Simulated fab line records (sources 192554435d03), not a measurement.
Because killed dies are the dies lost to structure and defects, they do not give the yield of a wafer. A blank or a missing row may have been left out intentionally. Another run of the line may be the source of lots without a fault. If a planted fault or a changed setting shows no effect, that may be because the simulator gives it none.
Split-lot experiment ; flow n5_finfet ; 7 lots, 21 wafers read, on a route of 1938 steps

THE SPLIT ITSELF
At N5_BEOL_M4_COAT_67 (time 60 s, resist thk 60 nm), the setting spin_rpm was moved away from the recipe's 1500 rpm on 9 of the 21 wafers read, by -7.5% to +3.4%. All remaining wafers had this setting at the recipe value.

FROM THE SPLIT TO THE READING: what the file shows between them, 14 steps
- N5_BEOL_M4_COAT_22: resist thk 30 nm (also split here: spin_rpm)
- N5_BEOL_M4_EBR_24
- N5_BEOL_M4_SOFTBAKE_23: time 60 s
- N5_BEOL_M4_EXPOSE_25: exposes mask V3, defocus 5 nm
- N5_BEOL_M4_PEB_26: peb time 60 s
- N5_BEOL_M4_DEVELOP_27: develop time 30 s
- N5_BEOL_M4_DESCUM_33: chemistry O2, time 7 s
- N5_BEOL_M4_ETCH_77: etches underlayer in N2/H2, target depth 6.5 nm, time 5.2 s
- N5_BEOL_M4_ETCH_69: etches SiARC in CF4, target depth 15.6 nm, time 26 s
- N5_BEOL_M4_ALD_98: deposits SiO2, target thk 2.5 nm, pulse time 1 s, co reactant pulse time 1 s
- N5_BEOL_M4_ETCHBACK_99: etches SiO2 in CHF3, target depth 5 nm, time 10.4 s
- N5_BEOL_M4_ETCH_70: etches SOC in N2/H2, target depth 80 nm, overetch 24 nm, time 130 s
- N5_BEOL_M4_STRIP_71: strips in N2/H2
- N5_BEOL_M4_STRIP_78: strips in N2/H2

THE READING
SOC_of_BEOL_M4_COAT_67.thk_nm (the simulator's own value, which no gauge read), in nm, at N5_BEOL_M4_VIA_ETCH_34 (etches the open film in C4F6/O2, target depth 69.4 nm, time 65.9 s). There is no usual value for it anywhere in the file. Across the 12 wafers here that went through the recipe, the average is 51.9 nm and the standard deviation 0.26 nm.

wafer;tool, chamber at the split;spin_rpm as run, rpm;against the recipe;SOC_of_BEOL_M4_COAT_67.thk_nm, nm;against lot-mates on the recipe
L074.3;litho_track-01, 0;1387;-7.5%;54.2;+2.6
L074.5;litho_track-01, 0;1500;recipe;51.6;-
L074.6;litho_track-01, 0;1387;-7.5%;54.4;+2.8
L079.1;litho_track-05, 0;1500;recipe;51.8;-
L079.2;litho_track-05, 0;1500;recipe;52;-
L079.4;litho_track-05, 0;1500;recipe;51.4;-
L081.2;litho_track-05, 0;1551;+3.4%;50.8;-1.0
L081.4;litho_track-05, 0;1551;+3.4%;50.8;-1.0
L081.6;litho_track-05, 0;1500;recipe;51.8;-
L082.2;litho_track-01, 0;1500;recipe;52.2;-
L082.6;litho_track-01, 0;1500;recipe;52.2;-
L082.3;litho_track-01, 0;1500;recipe;52;-
L084.2;litho_track-01, 0;1500;recipe;52.2;-
L084.4;litho_track-01, 0;1500;recipe;52.2;-
L084.5;litho_track-01, 0;1500;recipe;51.8;-
L086.2;litho_track-05, 0;1454;-3.1%;52.4;+0.2
L086.4;litho_track-05, 0;1454;-3.1%;53;+0.8
L086.6;litho_track-05, 0;1500;recipe;52.2;-
L096.1;litho_track-04, 0;1416;-5.6%;53.8;no lot-mate on the recipe
L096.4;litho_track-04, 0;1416;-5.6%;53.8;no lot-mate on the recipe
L096.5;litho_track-04, 0;1416;-5.6%;53.8;no lot-mate on the recipe

THE FIT
A straight line over all 21 wafers: SOC_of_BEOL_M4_COAT_67.thk_nm changes by -0.319 nm for each +1% of spin_rpm; r = -0.97; the points scatter about the line by 0.24 nm.
The same after taking each lot's own level away (the mean of its wafers on the recipe; 18 wafers): -0.327 nm for each +1%; r = -0.96; scatter 0.27 nm.
The reading moves by 2.5 nm for the largest change in spin_rpm, on that fit.
The lots' own levels span 51.60 to 52.20 nm, that is 2.3 times the standard deviation above.
Hence the lot-to-lot level has little effect on the slope; both slopes agree.
Check: for one of the wafers moved furthest among these (-7.5%), held out of the fit, the line's prediction against its lot-mates is +2.35 nm. It came out at +2.6 nm against them.

THESE WAFERS: OTHER SPLITS
Note: prior to the reading, these wafers also went through further splits. Each is held against what the fit with the lots' levels taken away leaves over:
other split on the same wafers;wafers away from the commonest value;r with SOC_of_BEOL_M4_COAT_67.thk_nm (lot level and that fit taken away)
N5_BEOL_M2_EXPOSE_08 dose_mj;7;-0.04
N5_BEOL_M3_COAT_22 spin_rpm;8;+0.60
N5_BEOL_M4_COAT_22 spin_rpm;7;+0.16

THE WHOLE CHAIN: every reading that the file lists as answering this split, in the file's order
step;what it does;reading;change (the file's fit);r (the file's)
N5_BEOL_M4_COAT_67;time 60 s, resist thk 60 nm;SOC_of_BEOL_M4_COAT_67.thk_nm (the simulator's own value, which no gauge read);-0.308 nm for each +1% of the setting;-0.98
N5_BEOL_M4_ETCH_70;etches SOC in N2/H2, target depth 80 nm, overetch 24 nm, time 130 s;etch.depth_nm (the simulator's own value, which no gauge read);-0.307 nm for each +1% of the setting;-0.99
N5_BEOL_M4_VIA_ETCH_34;etches the open film in C4F6/O2, target depth 69.4 nm, time 65.9 s;SOC_of_BEOL_M4_COAT_67.thk_nm (the simulator's own value, which no gauge read);-0.325 nm for each +1% of the setting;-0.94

FILE'S OWN FIT
SOC_of_BEOL_M4_COAT_67.thk_nm changes by -0.325 nm for each +1% of spin_rpm, r = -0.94.
